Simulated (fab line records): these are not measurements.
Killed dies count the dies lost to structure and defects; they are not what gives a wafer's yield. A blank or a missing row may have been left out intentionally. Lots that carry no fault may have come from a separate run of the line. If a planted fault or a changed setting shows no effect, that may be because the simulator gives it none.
fab line records | flow n5-finfet
record: lots: 8 wafers: 24 last-day: 17
route steps=1938 shown BEOL_M2@859 BEOL_M4@1111 PASSIVATION@1936
lots that met no fault: taken from a fault-free run of the same line
start-h: start of the lot's first displayed wafer, in hours after the record's first day | wait-h: how many hours have passed since the lot's step before this one | " identical to the entry in the row above | L1.1+2: several wafers, shown together as one row | - value missing, or start not given | * or withheld: withheld | < > ~ a bound
route shown NAME@n: a module of which the file shows steps, and the number in the route of the first | usual: the fault-free wafers' mean and standard deviation | same: alike in all rows | chamber/n: place in a boat | sites: per-site readings | _std_site: standard deviation across them | _edge_site: the outer-site mean with the inner-site mean subtracted | radius-mm: for every site, how far away it sits from the centre of the wafer | mask NAME#n: copy n | behind: the tool/chamber that last shaped the wafer | hold: what put the lot on hold/how long, in hours/how the hold closed | device: the transistor (n, p or np) that didn't switch | end of line: at the end of the route, the tests of the same wafers | where a step has no rows: the recipe by itself | killed: at the first sort, the dies lost to defects and structure; wafer yield is something else | map: a wafer's dies, marking killed ones x, the rest . and places with no die _
set.NAME: the setting that was run; set.NAME@STEP: the one run at that earlier step | model.NAME: the simulator's own value behind a step, which no gauge read
a sample of lots followed through the steps of the route, with each step as a table and each wafer as a row
services: when a tool's chamber went out of use (start-h, in hours from the record's first day, below 0 if earlier), for how many hours, and the reason
== steps ==
step: N5_BEOL_M2_ETCH_63
recipe: chemistry: CF4 target: SiARC target-depth-a: 156 mask-material: CAR-EUV time-s: 26 ion-energy-ev: 80 pressure-mtorr: 40 source-w: 545 bias-w: 36 Ar_flow_sccm: 100 cf4-flow-sccm: 100 ends: cleared
usual: drypump-motor-current-A: 5.6/0.41 etch-rf-on-time-s: 26.1/0.77 oes-product-au: 0.66/0.069 rf-vpp-V: 183.7/1.2 showerhead-plenum-p-Torr: 2.11/0.048 throttle-valve-pct: 15.65/0.15
columns lot.wafer tool chamber start-h wait-h drypump-motor-current-A etch-rf-on-time-s oes-product-au rf-hours-counter-h rf-vpp-V showerhead-plenum-p-Torr throttle-valve-pct
L521.1 rie-diel-06 0 160.62 0.0 5.7 26.2 0.56 251 182.6 2.10 15.70
L521.5 " 3 " " 5.5 26.2 0.74 - 182.1 2.11 15.53
L521.6 " 0 " " 5.7 26.1 0.57 - 184.3 2.10 15.71
L526.2 rie-diel-04 2 189.23 0.0 6.0 26.7 0.59 211 182.8 2.11 15.66
L526.3 " 1 " " 5.1 25.6 0.65 157 181.2 2.06 15.93
L526.5 " 0 " " 6.1 26.4 0.61 - 184.3 2.19 15.62
L528.1 rie-diel-02 0 204.30 0.0 5.9 26.6 0.59 237 183.8 2.21 15.68
L528.4 " 2 " " 4.8 26.7 0.62 187 185.4 2.18 15.46
L528.5 " 3 " " 5.2 24.5 0.75 - 183.1 2.10 15.69
L534.2 rie-diel-02 2 238.72 0.0 4.8 26.3 0.62 201 184.9 2.18 15.49
L534.4 " 0 " " 5.9 26.3 0.60 249 184.7 2.20 15.71
L534.6 " 3 " " 5.2 24.8 0.73 - 183.0 2.09 15.75
L536.2 rie-diel-02 1 245.75 0.0 5.7 26.0 0.60 223 183.3 2.03 15.56
L536.4 " 3 " " 5.2 25.0 0.72 - 182.6 2.09 15.74
L536.5 " 2 " " 4.8 26.7 0.62 - 184.4 2.17 15.50
L537.1 rie-diel-02 1 248.07 0.0 5.6 26.0 0.59 224 181.9 2.03 15.54
L537.4 " 3 " " 5.2 25.0 0.72 - 183.5 2.09 15.76
L537.5 " 1 " " 5.7 25.9 0.60 - 182.6 2.03 15.57
L538.2 rie-diel-02 3 257.72 0.0 5.2 25.1 0.71 77 182.5 2.09 15.76
L538.5 " 2 " " 4.8 26.7 0.61 - 184.4 2.17 15.51
L538.6 " 1 " " 5.6 26.1 0.59 - 183.3 2.03 15.56
L539.2 rie-diel-06 2 268.28 0.0 5.5 27.7 0.60 211 183.2 2.11 15.89
L539.4 " 3 " " 5.5 26.1 0.69 99 183.9 2.09 15.63
L539.5 " 1 " " 6.2 26.4 0.71 - 183.9 2.08 15.79
step: N5_BEOL_M2_STRIP_66
recipe: chemistry: CF4 resist: SiARC power-w: 300 bias-power-w: 75 pressure-mtorr: 50 cf4-flow-sccm: 150 rf-frequency-hz: 6e+07
usual: drypump-motor-current-A: 5.6/0.41 oes-product-au: 0.77/0.073 rf-vpp-V: 270.6/1.4 showerhead-plenum-p-Torr: 1.77/0.041 throttle-valve-pct: 13.62/0.15
columns lot.wafer tool chamber start-h wait-h drypump-motor-current-A oes-product-au rf-hours-counter-h rf-vpp-V showerhead-plenum-p-Torr throttle-valve-pct
L521.1 rie-diel-06 0 160.78 0.0 5.7 0.66 251 270.2 1.74 13.66
L521.5 " 3 " " 5.5 0.85 - 270.7 1.76 13.45
L521.6 " 0 " " 5.7 0.65 - 270.6 1.74 13.68
L526.2 rie-diel-04 2 189.39 0.0 6.0 0.70 211 271.0 1.76 13.66
L526.3 " 1 " " 5.1 0.74 157 268.9 1.72 13.84
L526.5 " 0 " " 6.1 0.71 - 272.8 1.82 13.61
L528.1 rie-diel-02 0 204.46 0.0 5.9 0.70 237 271.3 1.86 13.72
L528.4 " 2 " " 4.8 0.74 187 273.2 1.83 13.51
L528.5 " 3 " " 5.2 0.84 - 269.8 1.76 13.65
L534.2 rie-diel-02 2 238.88 0.0 4.8 0.73 201 271.8 1.83 13.55
L534.4 " 0 " " 5.9 0.70 249 273.4 1.85 13.75
L534.6 " 3 " " 5.2 0.82 - 270.1 1.76 13.69
L536.2 rie-diel-02 1 245.91 0.0 5.6 0.69 223 268.5 1.71 13.61
L536.4 " 3 " " 5.2 0.82 - 269.3 1.76 13.68
L536.5 " 2 " " 4.8 0.73 - 271.3 1.83 13.54
L537.1 rie-diel-02 1 248.23 0.0 5.6 0.69 224 270.3 1.71 13.62
L537.4 " 3 " " 5.2 0.81 - 270.5 1.76 13.70
L537.5 " 1 " " 5.7 0.69 - 268.3 1.71 13.63
L538.2 rie-diel-02 3 257.88 0.0 5.2 0.80 77 271.1 1.75 13.72
L538.5 " 2 " " 4.8 0.72 - 274.1 1.82 13.56
L538.6 " 1 " " 5.6 0.69 - 269.2 1.71 13.64
L539.2 rie-diel-06 2 268.44 0.0 5.5 0.72 211 272.1 1.77 13.92
L539.4 " 3 " " 5.5 0.81 99 269.3 1.75 13.55
L539.5 " 1 " " 6.2 0.84 - 269.0 1.75 13.76
step: N5_BEOL_M2_HM_OPEN_17
recipe: chemistry: Cl2/BCl3 target-depth-a: 200 overetch-a: 60 target: TiN mask-material: SOC ion-energy-ev: 150 pressure-mtorr: 10 icp-w: 1000 bias-w: 126 Cl2_flow_sccm: 53.25 bcl3-flow-sccm: 21.75 Ar_flow_sccm: 25
usual: drypump-motor-current-A: 5.9/0.3 oes-product-au: 0.64/0.083 throttle-valve-pct: 22.28/0.3
columns lot.wafer tool chamber start-h wait-h drypump-motor-current-A oes-product-au rf-hours-counter-h throttle-valve-pct
L521.1 rie-metal-02 0 160.82 0.0 5.4 0.66 39 21.81
L521.5 " 1 " " 6.0 0.62 - 22.31
L521.6 " 0 " " 5.4 0.67 - 21.81
L526.2 rie-metal-03 1 189.43 0.0 6.0 0.53 125 22.65
L526.3 " 1 " " 6.0 0.54 - 22.69
L526.5 " 1 " " 6.0 0.54 - 22.67
L528.1 rie-metal-02 0 204.50 0.0 5.4 0.65 44 21.83
L528.4 " 0 " " 5.4 0.65 - 21.82
L528.5 " 1 " " 6.0 0.60 - 22.34
L534.2 rie-metal-02 1 238.92 0.0 6.0 0.60 79 22.32
L534.4 " 0 " " 5.4 0.65 - 21.84
L534.6 " 0 " " 5.4 0.65 - 21.83
L536.2 rie-metal-02 0 245.95 0.0 5.4 0.64 48 21.82
L536.4 " 1 " " 5.9 0.60 - 22.34
L536.5 " 1 " " 6.0 0.60 - 22.32
L537.1 rie-metal-03 0 248.27 0.0 6.0 0.71 30 22.06
L537.4 " 0 " " 6.0 0.71 - 22.05
L537.5 " 0 " " 6.0 0.72 - 22.05
L538.2 rie-metal-03 0 257.97 0.1 5.9 0.70 - 22.07
L538.5 " 0 " " 5.9 0.69 - 22.05
L538.6 " 0 " " 6.0 0.69 - 22.07
L539.2 rie-metal-03 0 268.48 0.0 5.9 0.69 33 22.06
L539.4 " 0 " " 5.9 0.69 - 22.07
L539.5 " 0 " " 5.9 0.69 - 22.08
step: N5_BEOL_M2_STRIP_19
recipe: chemistry: O2 power-w: 400 temp-c: 40 pressure-mtorr: 30 rf-frequency-hz: 6e+07 bias-power-w: 0 overash-fraction: 0.2 o2-flow-sccm: 225
usual: drypump-motor-current-A: 5.6/0.4 oes-product-au: 0.77/0.074 rf-vpp-V: 3.7/0.53 showerhead-plenum-p-Torr: 2.07/0.07 throttle-valve-pct: 16.69/0.15
columns lot.wafer tool chamber start-h wait-h drypump-motor-current-A oes-product-au rf-hours-counter-h rf-vpp-V showerhead-plenum-p-Torr throttle-valve-pct
L521.1 rie-diel-06 3 160.93 0.1 5.5 0.87 55 5.3 2.04 16.49
L521.5 " 3 " " 5.5 0.87 - 2.9 2.04 16.51
L521.6 " 1 " " 6.2 0.93 - 3.7 2.03 16.66
L526.2 rie-diel-04 1 189.59 0.1 5.1 0.77 157 3.6 1.99 16.88
L526.3 " 3 " " 5.5 0.76 127 3.4 2.04 16.78
L526.5 " 2 " " 6.0 0.71 - 2.3 2.07 16.70
L528.1 rie-diel-06 1 204.61 0.1 6.2 0.87 49 3.2 2.02 16.70
L528.4 " 2 " " 5.5 0.73 185 4.2 2.08 16.95
L528.5 " 2 " " 5.5 0.74 - 4.6 2.08 16.96
L534.2 rie-diel-02 1 239.04 0.1 5.6 0.70 221 4.1 1.98 16.55
L534.4 " 2 " " 4.8 0.72 201 3.0 2.18 16.76
L534.6 " 0 " " 5.9 0.70 - 4.0 2.16 16.74
L536.2 rie-diel-02 3 246.06 0.1 5.2 0.81 72 3.8 2.02 16.71
L536.4 " 3 " " 5.2 0.81 - 3.8 2.02 16.70
L536.5 " 1 " " 5.6 0.70 - 3.6 1.98 16.55
L537.1 rie-diel-06 3 248.48 0.2 5.5 0.82 89 2.4 2.03 16.59
L537.4 " 1 " " 6.2 0.85 - 3.5 2.01 16.73
L537.5 " 3 " " 5.5 0.82 - 3.8 2.03 16.57
L538.2 rie-diel-04 0 258.20 0.2 6.1 0.71 240 2.7 2.17 16.90
L538.5 " 3 " " 5.5 0.75 - 3.1 2.03 16.83
L538.6 " 2 " " 6.0 0.69 - 3.5 2.06 16.74
L539.2 rie-diel-06 0 268.59 0.1 5.7 0.92 25 3.8 2.04 16.36
L539.4 " 1 " " 6.2 0.86 72 4.3 2.01 16.73
L539.5 " 1 " " 6.2 0.85 - 3.3 2.01 16.73
step: N5_BEOL_M2_INSPECT_30
recipe: mode: adi inspect-instrument: brightfield
usual: raw-defect-count: 447/89
columns lot.wafer tool chamber start-h wait-h raw-defect-count
L521.1 defect-inspect-01 - 161.53 0.1 446
L521.5 " - " " 431
L521.6 " - " " 501
L526.2 defect-inspect-01 - 190.10 0.0 457
L526.3 " - " " 547
L526.5 " - " " 519
L528.1 defect-inspect-01 - 205.21 0.1 467
L528.4 " - " " 508
L528.5 " - " " 437
L534.2 defect-inspect-02 - 239.65 0.1 905
L534.4 " - " " 895
L534.6 " - " " 988
L536.2 defect-inspect-02 - 246.54 0.0 944
L536.4 " - " " 874
L536.5 " - " " 841
L537.1 defect-inspect-02 - 248.95 0.1 522
L537.4 " - " " 421
L537.5 " - " " 634
L538.2 defect-inspect-01 - 258.69 0.1 421
L538.5 " - " " 409
L538.6 " - " " 469
L539.2 defect-inspect-01 - 269.19 0.0 460
L539.4 " - " " 527
L539.5 " - " " 461
step: N5_BEOL_M4_RC_MEAS_101
usual: DIBL_N: 37.3/2.3 DIBL_P: 37.4/2.9 IOFF_N: 0.18/0.045 IOFF_P: 0.25/0.054 ION_N: 679/15 ION_P: 468/9.7 SS_N: 71.8/0.62 SS_P: 73.6/0.76 VT_N: 248/4.1 VT_P: -248/3.6
columns lot.wafer tool chamber start-h wait-h DIBL_N[mV/V] DIBL_P[mV/V] IOFF_N[nA/um] IOFF_P[nA/um] ION_N[uA/um] ION_P[uA/um] SS_N[mV/dec] SS_P[mV/dec] VT_N[mV] VT_P[mV]
L521.1 prober-01 0 190.00 0.5 36.8 36.0 0.17 0.23 683 464 71.3 73.0 251 -249
L521.5 " 0 " " 38.7 38.6 0.21 0.28 687 473 72.1 74.0 247 -245
L521.6 " 0 " " 37.2 37.3 0.18 0.26 692 480 71.9 74.4 248 -245
L526.2 prober-02 0 218.02 0.2 39.1 39.9 0.21 0.28 685 467 71.8 74.1 245 -247
L526.3 " 0 " " 38.3 37.7 0.19 0.24 680 461 71.5 72.9 248 -249
L526.5 " 0 " " 41.6 44.0 0.27 0.34 706 480 73.0 75.6 244 -245
L528.1 prober-02 0 236.47 0.0 38.0 39.3 0.22 0.24 696 471 71.9 73.7 245 -251
L528.4 " 0 " " 37.5 38.2 0.17 0.21 675 455 72.6 73.8 248 -253
L528.5 " 0 " " 39.2 40.2 0.25 0.26 702 467 71.9 73.8 242 -247
L534.2 prober-01 0 270.82 0.2 38.4 39.6 0.22 0.29 672 459 73.0 74.3 248 -246
L534.4 " 0 " " 36.5 37.6 0.18 0.25 695 473 71.3 74.1 248 -246
L534.6 " 0 " " 37.4 38.9 0.21 0.28 703 474 71.7 74.2 245 -244
L536.2 prober-02 0 274.66 0.2 39.6 38.4 0.19 0.25 683 464 71.9 74.1 248 -251
L536.4 " 0 " " 41.1 40.5 0.23 0.32 682 467 73.4 74.8 246 -244
L536.5 " 0 " " 36.8 33.9 0.14 0.17 653 449 71.7 72.3 255 -253
L537.1 prober-01 0 292.03 0.0 38.4 38.8 0.19 0.27 677 475 71.7 73.7 246 -244
L537.4 " 0 " " 36.2 35.8 0.15 0.22 662 462 71.6 72.5 252 -245
L537.5 " 0 " " 38.8 39.9 0.20 0.29 677 469 72.2 73.6 248 -245
L538.2 prober-02 0 295.89 0.2 40.7 41.8 0.23 0.30 679 467 72.8 73.9 244 -248
L538.5 " 0 " " 35.8 35.6 0.14 0.20 662 462 71.7 73.1 252 -252
L538.6 " 0 " " 39.5 41.2 0.22 0.28 677 464 73.2 74.6 246 -249
L539.2 prober-01 0 300.67 0.2 38.2 37.6 0.17 0.22 663 455 72.4 73.6 254 -252
L539.4 " 0 " " 38.9 41.0 0.22 0.31 688 470 72.6 74.6 244 -246
L539.5 " 0 " " 34.8 34.9 0.12 0.19 654 460 71.5 73.9 257 -251
step: N5_PASSIVATION_PROBE_49
usual: defect-limited-yield: 91.3/1.5 killed_at_M0_to_M3: 35/8.7 killed_at_M4_up: 14/5.5 killed-at-contacts: 11/5.6 killed-at-front-end: 39/13 killed-at-other: 3.7/2.2 killed-dies: 103/18 killed-on-rim: 14/4.4 killed-open: 69/14 killed-short: 33/7.8 sort_bin_5_function: 5.1/0.99 sort_bin_6_memory: 3.3/0.67 sort_bin_8_speed: 0.02/0.17 sort-n-pass: 1077/18 sort-yield-pct: 91.2/1.5
same: gross-dies: 1180 killed-at-back-side: 0 sort_bin_4_leakage[%]: 0
columns lot.wafer tool chamber start-h wait-h defect-limited-yield[%] killed_at_M0_to_M3 killed_at_M4_up killed-at-contacts killed-at-front-end killed-at-other killed-dies killed-on-rim killed-open killed-short sort_bin_5_function[%] sort_bin_6_memory[%] sort_bin_8_speed[%] sort-n-pass sort-yield-pct[%]
L526.2 prober-01 - 325.68 0.1 91.3 40 21 3 35 4 103 9 71 30 4.8 3.8 0 1077 91.3
L526.3 prober-01 - 325.73 0.1 90.4 38 16 6 50 3 113 13 73 33 5.5 3.6 0 1067 90.4
L526.5 prober-01 - 325.83 0.2 91.2 30 12 7 49 6 104 13 58 44 5.4 3.1 0 1076 91.2
L528.1 prober-02 - 350.42 0.0 94.1 31 7 13 18 1 70 7 46 24 3.8 1.9 0 1110 94.1
L528.4 prober-02 - 350.57 0.2 91.1 34 15 19 33 4 105 18 79 26 6.0 2.5 0 1075 91.1
L528.5 prober-02 - 350.62 0.2 93.5 34 4 10 28 1 77 9 44 33 3.6 2.5 0 1103 93.5
L534.2 prober-01 - 378.00 0.1 86.4 102 15 7 33 4 161 24 61 21 9.0 2.8 0 1019 86.4
L534.4 prober-01 - 378.10 0.2 85.1 139 6 4 23 4 176 4 40 17 9.4 2.8 0 1004 85.1
L534.6 prober-01 - 378.20 0.3 84.2 124 24 10 27 2 187 8 54 22 10.0 3.8 0 993 84.2
L536.2 prober-02 - 381.77 0.1 83.1 150 8 7 31 3 199 8 57 24 10.9 4.3 0 981 83.1
L536.4 prober-02 - 381.87 0.2 85.1 108 11 4 46 7 176 32 81 21 8.8 4.1 0 1004 85.1
L536.5 prober-02 - 381.92 0.2 84.7 107 9 13 49 3 181 34 74 32 8.9 4.2 0.08 998 84.6
killed by level:class
L526.2 BEOL_M2:geometric-particle:open=11 BEOL_M1:geometric-particle:open=9 BEOL_M4:geometric-particle:open=9 FIN_SAQP:geometric-particle:short=8 FIN_SAQP:geometric-particle:open=8 BEOL_M0_SAQP:geometric-particle:short=6 BEOL_M0:geometric-particle:open=5 DUMMY_GATE:geometric-particle:open=4
L526.3 BEOL_M3:geometric-particle:open=13 STI_FIN_REVEAL:geometric-particle:open=11 FIN_SAQP:geometric-particle:open=10 FIN_SAQP:geometric-particle:short=7 BEOL_M0_SAQP:geometric-particle:short=7 STARTING-WAFER:geometric-particle:short=7 DUMMY_GATE:geometric-particle:open=5 MOL_CONTACT_COAG:geometric-particle:open=5
L526.5 FIN_SAQP:geometric-particle:short=22 FIN_SAQP:geometric-particle:open=12 BEOL_M3:geometric-particle:open=9 MOL_CONTACT_COAG:geometric-particle:open=7 BEOL_M0_SAQP:geometric-particle:short=6 STI_FIN_REVEAL:geometric-particle:open=5 BEOL_M1:geometric-particle:open=5 BEOL_M0_SAQP:geometric-particle:open=4
L528.1 MOL_CONTACT_COAG:geometric-particle:open=12 BEOL_M0_SAQP:geometric-particle:short=7 BEOL_M1:geometric-particle:open=6 BEOL_M0:geometric-particle:open=5 BEOL_M3:geometric-particle:open=5 FIN_SAQP:geometric-particle:open=4 STI_FIN_REVEAL:geometric-particle:open=4 FIN_SAQP:geometric-particle:short=3
L528.4 MOL_CONTACT_COAG:geometric-particle:open=16 FIN_SAQP:geometric-particle:open=14 BEOL_M2:geometric-particle:open=11 FIN_SAQP:geometric-particle:short=9 BEOL_M0_SAQP:geometric-particle:open=9 BEOL_M4:geometric-particle:open=9 BEOL_M3:geometric-particle:open=5 MOL_CONTACT_COAG:geometric-particle:short=3
L528.5 FIN_SAQP:geometric-particle:open=9 BEOL_M0_SAQP:geometric-particle:short=9 FIN_SAQP:geometric-particle:short=8 BEOL_M0_SAQP:geometric-particle:open=8 MOL_CONTACT_COAG:geometric-particle:open=7 BEOL_M1:geometric-particle:open=5 MOL_CONTACT_COAG:geometric-particle:short=3 BEOL_M3:geometric-particle:open=3
L534.2 BEOL_M2:unspecified=77 FIN_SAQP:geometric-particle:short=10 BEOL_M3:geometric-particle:open=10 BEOL_M4:geometric-particle:open=8 FIN_SAQP:geometric-particle:open=6 STI_FIN_REVEAL:geometric-particle:open=5 MOL_CONTACT_COAG:geometric-particle:open=5 BEOL_M2:geometric-particle:open=5
L534.4 BEOL_M2:unspecified=119 FIN_SAQP:geometric-particle:short=7 STI_FIN_REVEAL:geometric-particle:open=7 BEOL_M0_SAQP:geometric-particle:open=7 BEOL_M1:geometric-particle:open=6 BEOL_M3:geometric-particle:open=5 STARTING-WAFER:geometric-particle:short=4 MOL_CONTACT_COAG:geometric-particle:open=4
L534.6 BEOL_M2:unspecified=107 BEOL_M4:geometric-particle:open=14 MOL_CONTACT_COAG:geometric-particle:open=9 STI_FIN_REVEAL:geometric-particle:open=7 GATE_CUT:geometric-particle:short=7 BEOL_M3:geometric-particle:open=6 BEOL_M4:geometric-particle:short=4 STARTING-WAFER:geometric-particle:open=4
L536.2 BEOL_M2:unspecified=118 BEOL_M2:geometric-particle:open=9 BEOL_M3:geometric-particle:open=7 GATE_CUT:geometric-particle:open=6 MOL_CONTACT_COAG:geometric-particle:open=5 STI_FIN_REVEAL:geometric-particle:open=4 DUMMY_GATE:geometric-particle:open=4 BEOL_M0_SAQP:geometric-particle:short=4
L536.4 BEOL_M2:unspecified=73 BEOL_M3:geometric-particle:open=18 STI_FIN_REVEAL:geometric-particle:open=11 FIN_SAQP:geometric-particle:open=8 DUMMY_GATE:geometric-particle:open=6 PAD_METAL:geometric-particle:open=4 ILD0:geometric-particle:short=4 MOL_CONTACT_COAG:geometric-particle:open=4
L536.5 BEOL_M2:unspecified=73 BEOL_M0_SAQP:geometric-particle:open=12 MOL_CONTACT_COAG:geometric-particle:open=10 STI_FIN_REVEAL:geometric-particle:open=9 FIN_SAQP:geometric-particle:open=7 ILD0:geometric-particle:short=7 BEOL_M2:geometric-particle:open=7 BEOL_M0_SAQP:geometric-particle:short=5
== services ==
columns tool chamber start-h hours kind
rie-diel-06 2 148.52 29.0 repair
rie-diel-02 3 166.84 4.9 repair
rie-diel-02 - 177.25 2.8 pm
rie-diel-06 0 177.60 - clean
rie-diel-06 0 177.60 - consumable-replace:focus-ring
rie-diel-06 0 177.60 13.5 scheduled-down
rie-diel-06 0 177.60 13.5 vent-cycle
rie-diel-04 2 179.58 5.0 repair
rie-diel-02 0 197.42 3.8 repair
rie-diel-02 0 240.73 - clean
rie-diel-02 0 240.73 - consumable-replace:focus-ring
rie-diel-02 0 240.73 20.3 scheduled-down
rie-diel-02 0 240.73 20.3 vent-cycle
rie-metal-03 1 242.06 - clean
rie-metal-03 1 242.06 17.2 scheduled-down
rie-metal-03 1 242.06 17.2 vent-cycle
rie-diel-06 0 247.66 11.7 repair
rie-metal-02 - 250.83 14.6 pm
== key ==
first-sign: step: N5_BEOL_M2_INSPECT_30 reading: raw-defect-count direction: up sigmas: 5.2 usual: 447 struck: 908
effect: step: N5_PASSIVATION_PROBE_49 reading: killed_at_M0_to_M3 direction: up sigmas: 10 usual: 35 struck: 122
more-kills-born-at: N5_BEOL_M2_HM_OPEN_17@rie-metal-02: 567
met-at N5_BEOL_M2_HM_OPEN_17
struck-lots L534,L536
not-acting-at N5_BEOL_M2_ETCH_63,N5_BEOL_M2_STRIP_66,N5_BEOL_M2_STRIP_19
onset-between 204.50 238.92
fault: kind: chamber-particle-source tool: rie-metal-02 chamber: - onset-h: 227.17 steps: N5_BEOL_M2_HM_OPEN_17 rate-per-visit-cm2: 0.72064 end-h: 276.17
